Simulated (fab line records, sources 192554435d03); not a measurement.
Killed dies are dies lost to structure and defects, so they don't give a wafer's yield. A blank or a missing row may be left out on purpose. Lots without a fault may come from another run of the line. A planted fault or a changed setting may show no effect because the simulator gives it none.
Which tool did it? | flow n5_finfet | 9 lots, 27 wafers sampled, at 5 steps of a route of 1938

WHAT THE GAUGES READ, wafer by wafer
N5_BEOL_M0_SAQP_INSPECT_42: inspects for defects (brightfield). Usual: raw_defect_count 316, standard deviation 98.
lot  | measured     | on                | raw_defect_count | flag
L255 | day 6 00:48  | defect_inspect-02 | 258 260 415      |
L258 | day 6 22:40  | defect_inspect-02 | 214 217 141      |
L265 | day 8 19:44  | defect_inspect-02 | 310 363 306      |
L267 | day 9 01:28  | defect_inspect-02 | 478 371 404      |
L268 | day 9 03:27  | defect_inspect-01 | 351 288 392      |
L269 | day 9 14:33  | defect_inspect-01 | 298 243 222      |
L275 | day 10 21:44 | defect_inspect-01 | 353 543 347      |
L276 | day 11 00:24 | defect_inspect-01 | 317 295 302      |
L277 | day 11 11:05 | defect_inspect-02 | 414 247 365      |

N5_BEOL_M4_RC_MEAS_101. Usual: DIBL_N 36.1 mV/V, standard deviation 1.9; DIBL_P 36.4 mV/V, standard deviation 2.5; IOFF_N 0.16 nA/um, standard deviation 0.036; IOFF_P 0.22 nA/um, standard deviation 0.038; ION_N 672 uA/um, standard deviation 11; ION_P 462 uA/um, standard deviation 8; SS_N 71.6 mV/dec, standard deviation 0.68; SS_P 73.3 mV/dec, standard deviation 0.77; VT_N 250 mV, standard deviation 3.3; VT_P -250 mV, standard deviation 3.6.
lot  | measured     | on        | DIBL_N (mV/V)  | DIBL_P (mV/V)  | IOFF_N (nA/um) | IOFF_P (nA/um) | ION_N (uA/um) | ION_P (uA/um) | SS_N (mV/dec)  | SS_P (mV/dec)  | VT_N (mV)   | VT_P (mV)      | flag
L255 | day 9 03:11  | prober-02 | 36.0 37.3 34.0 | 37.4 39.0 34.3 | 0.15 0.18 0.12 | 0.20 0.24 0.16 | 672 677 667   | 462 466 459   | 71.8 72.3 70.9 | 72.7 73.0 72.2 | 253 248 255 | -249 -245 -253 |
L258 | day 9 12:37  | prober-01 | 36.6 34.1 38.1 | 39.0 34.5 38.5 | 0.18 0.11 0.18 | 0.23 0.16 0.22 | 686 668 674   | 472 456 458   | 71.1 71.7 72.2 | 74.4 72.6 73.5 | 247 255 248 | -246 -255 -250 |
L265 | day 12 13:55 | prober-02 | 40.7 35.9 37.2 | 41.2 36.3 37.4 | 0.30 0.18 0.19 | 0.32 0.22 0.23 | 692 672 668   | 469 459 459   | 73.8 71.7 71.7 | 74.5 72.9 73.6 | 244 250 250 | -245 -250 -250 |
L267 | day 12 15:23 | prober-01 | 36.3 37.1 34.0 | 36.3 38.0 34.8 | 0.15 0.18 0.12 | 0.21 0.23 0.18 | 649 688 645   | 448 463 452   | 71.2 72.0 71.3 | 73.1 73.9 73.1 | 252 247 257 | -251 -251 -253 |
L268 | day 12 23:53 | prober-02 | 32.7 35.0 34.2 | 33.9 36.7 36.0 | 0.12 0.13 0.14 | 0.17 0.19 0.18 | 649 659 674   | 456 456 461   | 71.4 71.4 71.5 | 72.4 72.8 73.4 | 253 255 252 | -253 -253 -254 |
L269 | day 13 00:07 | prober-01 | 34.9 35.8 37.4 | 33.6 32.5 36.1 | 0.13 0.14 0.16 | 0.24 0.22 0.30 | 663 660 672   | 472 463 474   | 70.4 70.8 71.4 | 72.7 73.4 73.4 | 251 250 252 | -243 -242 -240 |
L275 | day 14 07:13 | prober-02 | 36.8 36.6 33.1 | 36.3 34.5 31.4 | 0.16 0.15 0.10 | 0.22 0.20 0.15 | 688 669 654   | 470 459 459   | 71.9 71.0 70.5 | 73.3 73.1 72.1 | 249 253 255 | -249 -250 -255 |
L276 | day 14 14:57 | prober-02 | 32.3 33.8 34.3 | 33.4 34.3 33.7 | 0.13 0.15 0.15 | 0.16 0.17 0.16 | 667 667 660   | 454 457 449   | 70.2 70.9 72.2 | 72.0 71.7 72.4 | 253 252 254 | -254 -254 -255 |
L277 | day 14 16:37 | prober-01 | 36.8 36.1 36.7 | 36.1 33.4 35.1 | 0.15 0.13 0.14 | 0.17 0.14 0.16 | 663 655 660   | 446 442 445   | 71.7 71.0 72.1 | 73.0 71.8 73.0 | 253 256 255 | -254 -258 -257 |

WHICH TOOL RAN EACH LOT (tool, then ch and the chambers of the sampled wafers, then the start)
lot  | N5_BEOL_M0_SAQP_SPACER2_ALD_26    | N5_BEOL_M0_SAQP_ETCH_88            | N5_BEOL_M0_SAQP_STRIP_75
L255 | ald_sin-02 ch 1,2,3, day 5 23:40  | rie_diel-06 ch 0,1,3, day 6 00:52  | rie_diel-06 ch 0,3, day 6 01:45
L258 | ald_sin-04 ch 0,3, day 6 21:23    | rie_diel-05 ch 1,2,3, day 6 22:44  | rie_diel-05 ch 0,1,2, day 7 00:06
L265 | ald_sin-01 ch 0,3, day 8 18:36    | rie_diel-01 ch 0,2,3, day 8 19:49  | rie_diel-06 ch 2,3, day 8 22:01
L267 | ald_sin-04 ch 0,1,2, day 9 00:19  | rie_diel-05 ch 2,3, day 9 01:32    | rie_diel-05 ch 1,2,3, day 9 02:25
L268 | ald_sin-04 ch 1,2,3, day 9 02:18  | rie_diel-05 ch 1,2, day 9 03:31    | rie_diel-05 ch 0,1,3, day 9 04:23
L269 | ald_sin-01 ch 1,2,3, day 9 13:25  | rie_diel-05 ch 0,1,3, day 9 14:37  | rie_diel-06 ch 1,2,3, day 9 15:29
L275 | ald_sin-04 ch 0,2, day 10 20:29   | rie_diel-01 ch 0,2,3, day 10 22:12 | rie_diel-06 ch 1,2,3, day 10 23:07
L276 | ald_sin-01 ch 2,3, day 10 23:10   | rie_diel-06 ch 2,3, day 11 01:06   | rie_diel-05 ch 0,1, day 11 01:59
L277 | ald_sin-02 ch 0,1,2, day 11 09:47 | rie_diel-06 ch 2,3, day 11 11:10   | rie_diel-06 ch 0,3, day 11 13:05
- N5_BEOL_M0_SAQP_SPACER2_ALD_26: deposits SiO2, target thk 15 nm, pulse time 1 s, purge time 2 s.
- N5_BEOL_M0_SAQP_ETCH_88: etches underlayer in N2/H2, target depth 6.5 nm, time 5.2 s.
- N5_BEOL_M0_SAQP_STRIP_75: strips in CF4.

WHAT THE TOOLS THEMSELVES READ (means of the sampled wafers that have a number; where no wafer has one, the mark that the record gives instead)
N5_BEOL_M0_SAQP_SPACER2_ALD_26. Usual: heater_power_w 477 W, standard deviation 58; precursor_pulse_height_rel 0.998, standard deviation 0.021.
lot  | tool       | heater_power_w (W) | precursor_pulse_height_rel | flag
L255 | ald_sin-02 | 474                | 1.003                      |
L258 | ald_sin-04 | 536                | 0.992                      |
L265 | ald_sin-01 | 459                | 1.000                      |
L267 | ald_sin-04 | 465                | 0.978                      |
L268 | ald_sin-04 | 507                | 0.988                      |
L269 | ald_sin-01 | 478                | 1.000                      |
L275 | ald_sin-04 | 451                | 1.014                      |
L276 | ald_sin-01 | 531                | 0.995                      |
L277 | ald_sin-02 | 431                | 1.000                      |

N5_BEOL_M0_SAQP_ETCH_88. Usual: drypump_motor_current_A 5.5 A, standard deviation 0.37; etch_rf_on_time_s 5.16 s, standard deviation 0.17; oes_product_au 0.68 a.u., standard deviation 0.078; rf_vpp_V 525.6 V, standard deviation 2.4; showerhead_plenum_p_Torr 2.61 Torr, standard deviation 0.071; throttle_valve_pct 17.73 %, standard deviation 0.22.
lot  | tool        | drypump_motor_current_A (A) | etch_rf_on_time_s (s) | oes_product_au (a.u.) | rf_vpp_V (V) | showerhead_plenum_p_Torr (Torr) | throttle_valve_pct (%) | flag
L255 | rie_diel-06 | 5.4                         | 5.31                  | 0.66                  | 527.3        | 2.66                            | 17.73                  |
L258 | rie_diel-05 | 5.5                         | 5.07                  | 0.69                  | 526.1        | 2.62                            | 17.60                  |
L265 | rie_diel-01 | 5.4                         | 5.09                  | 0.70                  | 524.0        | 2.56                            | 17.82                  |
L267 | rie_diel-05 | 5.4                         | 5.11                  | 0.72                  | 525.5        | 2.60                            | 17.51                  |
L268 | rie_diel-05 | 5.4                         | 5.09                  | 0.68                  | 525.2        | 2.62                            | 17.59                  |
L269 | rie_diel-05 | 5.7                         | 5.00                  | 0.67                  | 524.9        | 2.62                            | 17.65                  |
L275 | rie_diel-01 | 5.4                         | 5.07                  | 0.69                  | 524.4        | 2.55                            | 17.84                  |
L276 | rie_diel-06 | 5.6                         | 5.46                  | 0.62                  | 525.3        | 2.59                            | 17.82                  |
L277 | rie_diel-06 | 5.6                         | 5.44                  | 0.61                  | 525.1        | 2.59                            | 17.82                  |

N5_BEOL_M0_SAQP_STRIP_75. Usual: bias_power_w 75.01 W, standard deviation 0.23; cf4_flow_sccm 150.0 sccm, standard deviation 0.46; drypump_motor_current_A 5.5 A, standard deviation 0.4; oes_product_au 0.185 a.u., standard deviation 0.019; rf_vpp_V 271.9 V, standard deviation 1.3; showerhead_plenum_p_Torr 1.83 Torr, standard deviation 0.052; throttle_valve_pct 13.46 %, standard deviation 0.23.
lot  | tool        | bias_power_w (W) | cf4_flow_sccm (sccm) | drypump_motor_current_A (A) | oes_product_au (a.u.) | rf_vpp_V (V) | showerhead_plenum_p_Torr (Torr) | throttle_valve_pct (%) | flag
L255 | rie_diel-06 | 75.08            | 150.0                | 5.2                         | 0.173                 | 272.5        | 1.86                            | 13.58                  |
L258 | rie_diel-05 | 75.17            | 150.0                | 5.6                         | 0.200                 | 272.5        | 1.84                            | 13.29                  |
L265 | rie_diel-06 | -                | -                    | -                           | -                     | -            | -                               | -                      | OFF
L267 | rie_diel-05 | -                | -                    | -                           | -                     | -            | -                               | -                      | OFF
L268 | rie_diel-05 | -                | -                    | -                           | -                     | -            | -                               | -                      | OFF
L269 | rie_diel-06 | 74.80            | 150.4                | 5.6                         | 0.184                 | 272.3        | 1.85                            | 13.53                  |
L275 | rie_diel-06 | 74.86            | 150.2                | 5.6                         | 0.182                 | 272.8        | 1.85                            | 13.54                  |
L276 | rie_diel-05 | 75.12            | 150.2                | 5.8                         | 0.191                 | 272.7        | 1.84                            | 13.42                  |
L277 | rie_diel-06 | 75.28            | 150.3                | 5.2                         | 0.163                 | 271.9        | 1.84                            | 13.68                  |

THE ANSWER, worked out from the rows above alone
Rule: a lot is off if the mean of its wafers that have a number lies more than 3 standard deviations from the usual mean. A lot without any number at a reading at which 4 lots or more have one is off too. The other lots that the step has rows for count as sound. The gauges are gone through in route order, then the tools' own readings, and for those a lot's mean is taken as printed above. The first step at which some lot is off is used, and at that step the reading that is off furthest; a lot without a number counts as furthest.
Off: L265, L267, L268, at N5_BEOL_M0_SAQP_STRIP_75 (bias_power_w). Without a number there: L265, L267, L268.
A tool fits if, at that step or a process step before it, it ran every lot that is off, and no sound lot after the first of them. None of those tried fits.

WHAT THE SIMULATOR HAD PUT IN
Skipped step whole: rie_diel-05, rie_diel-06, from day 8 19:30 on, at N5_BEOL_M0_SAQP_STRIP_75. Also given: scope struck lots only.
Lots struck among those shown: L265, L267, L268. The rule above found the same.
